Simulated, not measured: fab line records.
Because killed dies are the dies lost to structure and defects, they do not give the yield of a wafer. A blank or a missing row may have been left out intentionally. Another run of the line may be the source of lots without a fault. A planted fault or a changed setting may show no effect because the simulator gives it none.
fab line records    flow nand_harc    part 1 of 2: steps 1 to 24 of 37
record lots=5  wafers=15  last_day=31
route steps=1302 shown P_ZERO_WELL@38 P_STI@69
lots that met no fault: from a run of the same line without faults
start_h: hours from the record's opening day to when the first of the lot's shown wafers began    wait_h: how many hours have passed since the lot's step before this one    " the same as in the row above    L1.1+2: a single row standing in for several wafers    - no value, or no start given    * or withheld: withheld    < > ~ a bound
route shown NAME@n: names a module that has steps shown in the file, with the first one's number in the route    usual: mean/standard deviation taken from wafers without a fault    same: alike in all rows    chamber/n: place in a boat    sites: readings site by site    _std_site: how widely they spread, as a standard deviation    _edge_site: outer sites' mean less inner sites'    radius_mm: for every site, how far away it sits from the centre of the wafer    mask NAME#n: copy n    behind: the tool/chamber that last shaped the wafer    hold: what put the lot on hold/how long, in hours/how the hold closed    device: the transistor (n, p or np) that didn't switch    end of line: at the end of the route, the tests of the same wafers    step lacking rows: just its recipe    killed: not the wafer's yield, but the dies lost to structure and defects at the first sort    map: the dies of a wafer, with x for killed, . for not killed, _ for no die there
set.NAME: the setting the step ran with; set.NAME@STEP: the setting that earlier step ran with    model.NAME: the simulator's own value behind a step, which no gauge read
certain route steps with their lots: each step a table, each wafer a row
services: when a tool's chamber went out of use (start_h, in hours from the record's first day, below 0 if earlier), for how many hours, and the reason
## steps
# step NHARC_P_ZERO_WELL_COAT_31
# recipe spin_rpm=withheld
# usual chill_plate_temp_C=23.00/0.11
lot.wafer  tool            chamber  start_h  wait_h  chill_plate_temp_C
L076.3     litho_track-02  0        -        -       22.99
L076.4     "               0        "        "       23.10
L076.6     "               0        "        "       23.10
L081.1     litho_track-07  0        -        -       22.90
L081.3     "               0        "        "       23.11
L081.4     "               0        "        "       22.92
L082.3     litho_track-07  0        -        -       23.04
L082.5     "               0        "        "       23.00
L082.6     "               0        "        "       23.04
L087.2     litho_track-02  0        -        -       23.06
L087.3     "               0        "        "       22.88
L087.4     "               0        "        "       22.86
L092.2     litho_track-07  0        -        -       23.08
L092.5     "               0        "        "       23.07
L092.6     "               0        "        "       22.88
# step NHARC_P_ZERO_WELL_SOFTBAKE_32
# recipe temp_c=122  time_s=95
# usual chill_plate_temp_C=23.00/0.1
lot.wafer  tool            chamber  start_h  wait_h  chill_plate_temp_C
L076.3     litho_track-02  0        -        -       22.88
L076.4     "               0        "        "       22.85
L076.6     "               0        "        "       22.87
L081.1     litho_track-07  0        -        -       23.03
L081.3     "               0        "        "       23.07
L081.4     "               0        "        "       22.94
L082.3     litho_track-07  0        -        -       22.93
L082.5     "               0        "        "       22.91
L082.6     "               0        "        "       22.96
L087.2     litho_track-02  0        -        -       23.11
L087.3     "               0        "        "       23.02
L087.4     "               0        "        "       22.99
L092.2     litho_track-07  0        -        -       22.95
L092.5     "               0        "        "       22.97
L092.6     "               0        "        "       22.99
# step NHARC_P_ZERO_WELL_EBR_33
# usual chill_plate_temp_C=22.99/0.1
lot.wafer  tool            chamber  start_h  wait_h  chill_plate_temp_C
L076.3     litho_track-02  0        -        -       23.09
L076.4     "               0        "        "       23.17
L076.6     "               0        "        "       23.06
L081.1     litho_track-07  0        -        -       22.85
L081.3     "               0        "        "       22.78
L081.4     "               0        "        "       22.86
L082.3     litho_track-07  0        -        -       22.89
L082.5     "               0        "        "       22.90
L082.6     "               0        "        "       22.90
L087.2     litho_track-02  0        -        -       22.95
L087.3     "               0        "        "       22.99
L087.4     "               0        "        "       23.05
L092.2     litho_track-07  0        -        -       23.04
L092.5     "               0        "        "       23.06
L092.6     "               0        "        "       23.03
# step NHARC_P_ZERO_WELL_EXPOSE_34
# recipe na=0.6  target_cd_nm=720  dose_mj=22.31  mask_id=P_PWELL
lot.wafer   tool            chamber  start_h  wait_h  mask
L076.3+4+6  krf_scanner-01  0        45.04    -       P_PWELL#0
L081.1+3+4  krf_scanner-01  0        94.11    -       P_PWELL#0
L082.3+5+6  krf_scanner-03  0        103.94   -       P_PWELL#0
L087.2+3+4  krf_scanner-04  0        154.16   -       P_PWELL#0
L092.2+5+6  krf_scanner-04  0        203.92   -       P_PWELL#0
# step NHARC_P_ZERO_WELL_PEB_35
# recipe peb_temp_c=118  peb_time_s=85
# usual chill_plate_temp_C=23.00/0.097
lot.wafer  tool            chamber  start_h  wait_h  chill_plate_temp_C
L076.3     litho_track-02  0        45.10    0.1     22.87
L076.4     "               0        "        "       23.02
L076.6     "               0        "        "       23.00
L081.1     litho_track-07  0        94.17    0.1     22.88
L081.3     "               0        "        "       23.05
L081.4     "               0        "        "       23.13
L082.3     litho_track-02  0        104.00   0.1     23.06
L082.5     "               0        "        "       23.01
L082.6     "               0        "        "       22.98
L087.2     litho_track-07  0        154.22   0.1     23.12
L087.3     "               0        "        "       22.99
L087.4     "               0        "        "       23.02
L092.2     litho_track-03  0        203.98   0.1     23.05
L092.5     "               0        "        "       22.92
L092.6     "               0        "        "       23.11
# step NHARC_P_ZERO_WELL_DEVELOP_36
# recipe time_s=70
# usual chill_plate_temp_C=23.01/0.11
lot.wafer  tool            chamber  start_h  wait_h  chill_plate_temp_C
L076.3     litho_track-02  0        -        -       22.77
L076.4     "               0        "        "       23.01
L076.6     "               0        "        "       22.68
L081.1     litho_track-07  0        -        -       23.03
L081.3     "               0        "        "       23.07
L081.4     "               0        "        "       22.87
L082.3     litho_track-02  0        -        -       22.89
L082.5     "               0        "        "       23.05
L082.6     "               0        "        "       23.06
L087.2     litho_track-07  0        -        -       23.01
L087.3     "               0        "        "       22.97
L087.4     "               0        "        "       23.04
L092.2     litho_track-03  0        -        -       23.06
L092.5     "               0        "        "       22.94
L092.6     "               0        "        "       23.13
# step NHARC_P_ZERO_WELL_CD_MEAS_37
# recipe target_cd_nm=720  landing_energy_ev=500
# usual cd_nm=719.7/2.1
lot.wafer  tool       chamber  start_h  wait_h  cd_nm
L076.3     cd_sem-02  0        45.19    -       718.8
L076.4     "          0        "        "       723.0
L076.6     "          0        "        "       718.9
L081.1     cd_sem-02  0        94.26    -       719.6
L081.3     "          0        "        "       722.4
L081.4     "          0        "        "       721.3
L082.3     cd_sem-01  0        104.09   -       724.1
L082.5     "          0        "        "       719.5
L082.6     "          0        "        "       722.1
L087.2     cd_sem-02  0        154.31   -       721.4
L087.3     "          0        "        "       723.7
L087.4     "          0        "        "       719.1
L092.2     cd_sem-01  0        204.07   -       716.7
L092.5     "          0        "        "       717.3
L092.6     "          0        "        "       717.1
# step NHARC_P_ZERO_WELL_HARDBAKE_38
# recipe temp_c=125  time_s=80
# usual chill_plate_temp_C=23.01/0.093
lot.wafer  tool            chamber  start_h  wait_h  chill_plate_temp_C
L076.3     litho_track-07  0        45.28    -       23.11
L076.4     "               0        "        "       23.29
L076.6     "               0        "        "       23.01
L081.1     litho_track-02  0        94.36    -       22.87
L081.3     "               0        "        "       22.99
L081.4     "               0        "        "       22.81
L082.3     litho_track-07  0        104.17   -       22.87
L082.5     "               0        "        "       22.94
L082.6     "               0        "        "       23.00
L087.2     litho_track-03  0        154.39   -       23.22
L087.3     "               0        "        "       23.11
L087.4     "               0        "        "       23.10
L092.2     litho_track-07  0        204.15   -       22.88
L092.5     "               0        "        "       22.83
L092.6     "               0        "        "       23.01
# step NHARC_P_ZERO_WELL_DESCUM_39
# recipe time_s=3  o2_flow_sccm=200  ar_flow_sccm=0  bias_power_w=0  chemistry=O2
# usual drypump_motor_current_A=5.6/0.45  mfc_ar_sccm=0.008/0.0083  o2_flow_sccm=199.9/0.64  oes_product_au=0.998/0.0099  rf_vpp_V=57.8/0.98  showerhead_plenum_p_Torr=1.91/0.084  throttle_valve_pct=11.312/0.0089
lot.wafer  tool         chamber  start_h  wait_h  drypump_motor_current_A  mfc_ar_sccm  o2_flow_sccm  oes_product_au  rf_hours_counter_h  rf_vpp_V  showerhead_plenum_p_Torr  throttle_valve_pct
L076.3     rie_diel-07  3        45.35    -       6.2                      0            200.2         0.985           33                  57.5      1.97                      11.328
L076.4     "            0        "        "       5.8                      0            200.5         1.007           26                  57.2      1.85                      11.314
L076.6     "            3        "        "       6.2                      0            200.1         1.003           -                   57.4      1.97                      11.308
L081.1     rie_diel-07  1        94.44    -       5.8                      0            199.6         1.004           47                  58.7      1.95                      11.327
L081.4     "            2        "        "       6.0                      0.020        199.3         1.012           50                  57.8      1.82                      11.312
L081.3     "            3        "        "       6.3                      0            200.9         1.002           52                  58.0      1.96                      11.312
L082.3     rie_diel-07  3        104.24   -       6.2                      0            199.9         1.002           54                  57.6      1.96                      11.318
L082.6     "            3        "        "       6.2                      0            201.4         0.992           -                   57.2      1.96                      11.312
L082.5     "            0        "        "       5.8                      0            200.1         0.984           -                   57.9      1.84                      11.315
L087.3     rie_diel-10  2        154.47   -       4.8                      0.012        201.0         1.006           25                  57.4      1.87                      11.322
L087.2     "            0        "        "       6.0                      0.004        200.8         1.012           32                  58.1      1.78                      11.308
L087.4     "            1        "        "       5.9                      0.017        199.5         0.997           26                  58.0      1.81                      11.317
L092.2     rie_diel-07  0        204.24   -       5.8                      0            199.8         0.987           25                  57.6      1.83                      11.299
L092.5     "            0        "        "       5.8                      0            198.7         1.003           -                   58.0      1.83                      11.315
L092.6     "            1        "        "       5.8                      0            200.0         0.986           -                   58.5      1.94                      11.324
# step NHARC_P_ZERO_WELL_IMPLANT_40
# recipe energy_kev=300  dose_cm2=1e+13  tilt_deg=7
# usual beam_energy_keV=300.01/0.087  dose_ions_cm2=1.0001e+13/1.1e+10
lot.wafer  tool          chamber  start_h  wait_h  beam_energy_keV  dose_ions_cm2
L076.3     implanter-02  0        45.56    0.2     300.03           9.991e+12
L076.4     "             0        "        "       299.98           1.0005e+13
L076.6     "             0        "        "       300.08           1.0011e+13
L081.1     implanter-02  0        94.59    0.1     299.86           9.995e+12
L081.3     "             0        "        "       299.93           9.999e+12
L081.4     "             0        "        "       299.85           9.977e+12
L082.3     implanter-01  0        104.48   0.2     300.09           1.0001e+13
L082.5     "             0        "        "       299.97           1.0012e+13
L082.6     "             0        "        "       300.00           1.001e+13
L087.2     implanter-01  0        154.65   0.1     299.76           1.0005e+13
L087.3     "             0        "        "       299.88           1.0001e+13
L087.4     "             0        "        "       299.87           9.996e+12
L092.2     implanter-02  0        204.42   0.2     300.23           1.0002e+13
L092.5     "             0        "        "       299.94           9.998e+12
L092.6     "             0        "        "       299.98           9.998e+12
# step NHARC_P_ZERO_WELL_IMPLANT_59
# recipe energy_kev=120  dose_cm2=5e+12  tilt_deg=7
# usual beam_energy_keV=120.01/0.039  dose_ions_cm2=5e+12/5.5e+09
lot.wafer  tool          chamber  start_h  wait_h  beam_energy_keV  dose_ions_cm2
L076.3     implanter-02  0        45.74    0.2     119.98           4.999e+12
L076.4     "             0        "        "       119.96           4.996e+12
L076.6     "             0        "        "       120.07           5.002e+12
L081.1     implanter-02  0        94.77    0.1     119.99           5.009e+12
L081.3     "             0        "        "       120.08           5.004e+12
L081.4     "             0        "        "       119.97           5.005e+12
L082.3     implanter-01  0        104.65   0.1     120.03           4.994e+12
L082.5     "             0        "        "       119.99           4.993e+12
L082.6     "             0        "        "       120.00           5.001e+12
L087.2     implanter-01  0        154.83   0.2     120.00           5.002e+12
L087.3     "             0        "        "       119.99           5.009e+12
L087.4     "             0        "        "       119.97           4.997e+12
L092.2     implanter-02  0        204.60   0.2     119.97           5.008e+12
L092.5     "             0        "        "       119.99           5.003e+12
L092.6     "             0        "        "       120.00           5.001e+12
# step NHARC_P_ZERO_WELL_IMPLANT_60
# recipe energy_kev=30  dose_cm2=2e+12  tilt_deg=7
# usual beam_energy_keV=30.001/0.009  dose_ions_cm2=1.9994e+12/2.3e+09
lot.wafer  tool          chamber  start_h  wait_h  beam_energy_keV  dose_ions_cm2
L076.3     implanter-02  0        45.92    0.2     30.012           1.9935e+12
L076.4     "             0        "        "       30.001           1.9977e+12
L076.6     "             0        "        "       30.017           1.9978e+12
L081.1     implanter-02  0        94.95    0.2     29.990           2.0002e+12
L081.3     "             0        "        "       29.995           1.9966e+12
L081.4     "             0        "        "       29.998           1.9995e+12
L082.3     implanter-01  0        104.83   0.2     30.001           1.9982e+12
L082.5     "             0        "        "       29.992           1.9998e+12
L082.6     "             0        "        "       30.013           1.9972e+12
L087.2     implanter-01  0        155.01   0.1     29.994           1.9956e+12
L087.3     "             0        "        "       29.975           2.0013e+12
L087.4     "             0        "        "       30.001           1.9992e+12
L092.2     implanter-02  0        204.78   0.1     30.000           1.9992e+12
L092.5     "             0        "        "       29.996           1.9996e+12
L092.6     "             0        "        "       29.994           2.0003e+12
# step NHARC_P_ZERO_WELL_STRIP_41
# recipe time_s=840  temp_c=130  chemistry=SPM
lot.wafer   tool          chamber  start_h  wait_h
L076.3+4+6  wet_bench-09  2,3,5    46.07    0.1
L081.1+3+4  wet_bench-07  5,7,0    95.17    0.2
L082.6+3+5  wet_bench-09  2,5,6    104.99   0.0
L087.3+2+4  wet_bench-05  4,6,1    155.19   0.1
L092.2+5+6  wet_bench-05  0,4,5    204.96   0.2
# step NHARC_P_ZERO_WELL_DEHYDRATE_44
# recipe temp_c=150  time_s=120
# usual chill_plate_temp_C=23.00/0.1
lot.wafer  tool            chamber  start_h  wait_h  chill_plate_temp_C
L076.3     litho_track-07  0        46.41    -       22.90
L076.4     "               0        "        "       23.03
L076.6     "               0        "        "       22.85
L081.1     litho_track-03  0        95.49    -       22.94
L081.3     "               0        "        "       23.02
L081.4     "               0        "        "       22.86
L082.3     litho_track-07  0        105.32   -       22.85
L082.5     "               0        "        "       22.95
L082.6     "               0        "        "       22.95
L087.2     litho_track-02  0        155.52   -       22.94
L087.3     "               0        "        "       22.95
L087.4     "               0        "        "       22.98
L092.2     litho_track-03  0        205.29   -       22.98
L092.5     "               0        "        "       22.95
L092.6     "               0        "        "       22.80
# step NHARC_P_ZERO_WELL_HMDS_45
# recipe time_s=30
# usual chill_plate_temp_C=23.00/0.11
lot.wafer  tool            chamber  start_h  wait_h  chill_plate_temp_C
L076.3     litho_track-07  0        -        -       22.86
L076.4     "               0        "        "       22.73
L076.6     "               0        "        "       22.80
L081.1     litho_track-03  0        -        -       22.88
L081.3     "               0        "        "       22.96
L081.4     "               0        "        "       22.93
L082.3     litho_track-07  0        -        -       23.20
L082.5     "               0        "        "       23.22
L082.6     "               0        "        "       23.16
L087.2     litho_track-02  0        -        -       22.95
L087.3     "               0        "        "       22.78
L087.4     "               0        "        "       22.93
L092.2     litho_track-03  0        -        -       23.04
L092.5     "               0        "        "       22.99
L092.6     "               0        "        "       22.83
# step NHARC_P_ZERO_WELL_COAT_46
# recipe spin_rpm=withheld
# usual chill_plate_temp_C=23.01/0.1
lot.wafer  tool            chamber  start_h  wait_h  chill_plate_temp_C
L076.3     litho_track-07  0        -        -       22.99
L076.4     "               0        "        "       23.14
L076.6     "               0        "        "       23.16
L081.1     litho_track-03  0        -        -       23.06
L081.3     "               0        "        "       23.04
L081.4     "               0        "        "       22.96
L082.3     litho_track-07  0        -        -       22.94
L082.5     "               0        "        "       22.97
L082.6     "               0        "        "       22.80
L087.2     litho_track-02  0        -        -       23.13
L087.3     "               0        "        "       22.99
L087.4     "               0        "        "       22.95
L092.2     litho_track-03  0        -        -       22.93
L092.5     "               0        "        "       23.12
L092.6     "               0        "        "       22.95
# step NHARC_P_ZERO_WELL_SOFTBAKE_47
# recipe temp_c=122  time_s=95
# usual chill_plate_temp_C=23.01/0.099
lot.wafer  tool            chamber  start_h  wait_h  chill_plate_temp_C
L076.3     litho_track-07  0        -        -       22.98
L076.4     "               0        "        "       23.06
L076.6     "               0        "        "       23.04
L081.1     litho_track-03  0        -        -       22.96
L081.3     "               0        "        "       23.07
L081.4     "               0        "        "       23.01
L082.3     litho_track-07  0        -        -       22.94
L082.5     "               0        "        "       22.89
L082.6     "               0        "        "       22.80
L087.2     litho_track-02  0        -        -       23.11
L087.3     "               0        "        "       22.93
L087.4     "               0        "        "       22.96
L092.2     litho_track-03  0        -        -       22.95
L092.5     "               0        "        "       22.90
L092.6     "               0        "        "       22.95
# step NHARC_P_ZERO_WELL_EBR_48
# usual chill_plate_temp_C=23.00/0.11
lot.wafer  tool            chamber  start_h  wait_h  chill_plate_temp_C
L076.3     litho_track-07  0        -        -       22.97
L076.4     "               0        "        "       22.84
L076.6     "               0        "        "       22.82
L081.1     litho_track-03  0        -        -       23.03
L081.3     "               0        "        "       23.13
L081.4     "               0        "        "       23.06
L082.3     litho_track-07  0        -        -       23.05
L082.5     "               0        "        "       23.05
L082.6     "               0        "        "       23.00
L087.2     litho_track-02  0        -        -       23.15
L087.3     "               0        "        "       23.05
L087.4     "               0        "        "       23.25
L092.2     litho_track-03  0        -        -       22.96
L092.5     "               0        "        "       23.09
L092.6     "               0        "        "       23.00
# step NHARC_P_ZERO_WELL_EXPOSE_49
# recipe na=0.6  target_cd_nm=2000  dose_mj=22.64  mask_id=P_HVPW
lot.wafer   tool            chamber  start_h  wait_h  mask
L076.3+4+6  krf_scanner-04  0        46.69    -       P_HVPW#0
L081.1+3+4  krf_scanner-03  0        95.76    -       P_HVPW#0
L082.3+5+6  krf_scanner-03  0        105.47   -       P_HVPW#0
L087.2+3+4  krf_scanner-04  0        155.67   -       P_HVPW#0
L092.2+5+6  krf_scanner-01  0        205.44   -       P_HVPW#0
# step NHARC_P_ZERO_WELL_PEB_50
# recipe peb_temp_c=118  peb_time_s=85
# usual chill_plate_temp_C=23.01/0.1
lot.wafer  tool            chamber  start_h  wait_h  chill_plate_temp_C
L076.3     litho_track-02  0        46.74    0.1     23.09
L076.4     "               0        "        "       23.00
L076.6     "               0        "        "       23.08
L081.1     litho_track-03  0        95.83    0.1     23.14
L081.3     "               0        "        "       23.04
L081.4     "               0        "        "       22.95
L082.3     litho_track-02  0        105.53   0.1     23.19
L082.5     "               0        "        "       23.12
L082.6     "               0        "        "       23.07
L087.2     litho_track-07  0        155.73   0.1     22.89
L087.3     "               0        "        "       22.93
L087.4     "               0        "        "       23.00
L092.2     litho_track-03  0        205.50   0.1     22.98
L092.5     "               0        "        "       22.82
L092.6     "               0        "        "       22.88
# step NHARC_P_ZERO_WELL_DEVELOP_51
# recipe time_s=70
# usual chill_plate_temp_C=22.99/0.1
lot.wafer  tool            chamber  start_h  wait_h  chill_plate_temp_C
L076.3     litho_track-02  0        -        -       22.84
L076.4     "               0        "        "       22.96
L076.6     "               0        "        "       22.93
L081.1     litho_track-03  0        -        -       22.96
L081.3     "               0        "        "       22.96
L081.4     "               0        "        "       23.10
L082.3     litho_track-02  0        -        -       22.93
L082.5     "               0        "        "       22.75
L082.6     "               0        "        "       22.86
L087.2     litho_track-07  0        -        -       23.09
L087.3     "               0        "        "       23.02
L087.4     "               0        "        "       23.11
L092.2     litho_track-03  0        -        -       22.96
L092.5     "               0        "        "       22.83
L092.6     "               0        "        "       22.94
# step NHARC_P_ZERO_WELL_CD_MEAS_52
# recipe target_cd_nm=2000  landing_energy_ev=500
# usual cd_nm=1999.8/1.4
lot.wafer  tool       chamber  start_h  wait_h  cd_nm
L076.3     cd_sem-02  0        46.84    -       2001.1
L076.4     "          0        "        "       1999.6
L076.6     "          0        "        "       2000.0
L081.1     cd_sem-02  0        95.92    -       2002.5
L081.3     "          0        "        "       2000.4
L081.4     "          0        "        "       1999.0
L082.3     cd_sem-01  0        105.62   -       1998.5
L082.5     "          0        "        "       1998.4
L082.6     "          0        "        "       2002.3
L087.2     cd_sem-02  0        155.83   -       1998.8
L087.3     "          0        "        "       1996.5
L087.4     "          0        "        "       1997.7
L092.2     cd_sem-03  0        205.60   -       1999.2
L092.5     "          0        "        "       2001.9
L092.6     "          0        "        "       2000.0
# step NHARC_P_ZERO_WELL_HARDBAKE_53
# recipe temp_c=125  time_s=80
# usual chill_plate_temp_C=23.01/0.094
lot.wafer  tool            chamber  start_h  wait_h  chill_plate_temp_C
L076.3     litho_track-07  0        46.92    -       23.08
L076.4     "               0        "        "       23.09
L076.6     "               0        "        "       23.08
L081.1     litho_track-02  0        96.00    -       23.02
L081.3     "               0        "        "       23.01
L081.4     "               0        "        "       22.92
L082.3     litho_track-02  0        105.70   -       23.01
L082.5     "               0        "        "       22.91
L082.6     "               0        "        "       23.06
L087.2     litho_track-03  0        155.91   -       23.20
L087.3     "               0        "        "       23.01
L087.4     "               0        "        "       23.12
L092.2     litho_track-03  0        205.68   -       23.10
L092.5     "               0        "        "       22.99
L092.6     "               0        "        "       23.10
# step NHARC_P_ZERO_WELL_DESCUM_54
# recipe time_s=3  o2_flow_sccm=200  ar_flow_sccm=0  bias_power_w=0  chemistry=O2
# usual drypump_motor_current_A=5.6/0.45  mfc_ar_sccm=0.009/0.0079  o2_flow_sccm=199.9/0.6  oes_product_au=0.998/0.011  rf_vpp_V=57.8/0.94  showerhead_plenum_p_Torr=1.90/0.09  throttle_valve_pct=11.311/0.0092
lot.wafer  tool         chamber  start_h  wait_h  drypump_motor_current_A  mfc_ar_sccm  o2_flow_sccm  oes_product_au  rf_hours_counter_h  rf_vpp_V  showerhead_plenum_p_Torr  throttle_valve_pct
L076.3     rie_diel-10  3        47.02    -       5.0                      0.009        200.5         1.016           43                  58.4      1.88                      11.325
L076.6     "            2        "        "       4.8                      0.012        200.1         1.017           -                   56.1      1.87                      11.318
L076.4     "            3        "        "       5.0                      0.009        200.7         1.001           -                   57.4      1.88                      11.310
L081.4     rie_diel-07  1        96.09    -       5.8                      0            199.6         0.991           47                  57.1      1.95                      11.310
L081.1     "            2        "        "       5.9                      0.020        200.4         1.006           50                  56.5      1.82                      11.307
L081.3     "            3        "        "       6.2                      0            200.7         1.002           52                  58.0      1.96                      11.311
L082.3     rie_diel-07  3        105.78   -       6.2                      0            199.6         0.999           54                  59.2      1.96                      11.309
L082.6     "            3        "        "       6.2                      0            200.0         1.001           -                   58.7      1.96                      11.302
L082.5     "            0        "        "       5.8                      0            199.8         0.996           -                   57.5      1.84                      11.321
L087.3     rie_diel-10  0        155.98   -       5.9                      0.004        199.5         1.009           32                  57.8      1.78                      11.310
L087.2     "            2        "        "       4.8                      0.012        200.7         1.017           25                  57.2      1.86                      11.323
L087.4     "            3        "        "       5.0                      0.009        201.3         0.994           30                  58.0      1.87                      11.306
L092.2     rie_diel-02  3        205.77   -       5.2                      0            200.1         0.979           47                  58.3      2.06                      11.306
L092.6     "            2        "        "       6.0                      0.019        200.3         0.987           -                   57.8      1.91                      11.329
L092.5     "            3        "        "       5.2                      0            201.1         0.985           -                   58.4      2.06                      11.329
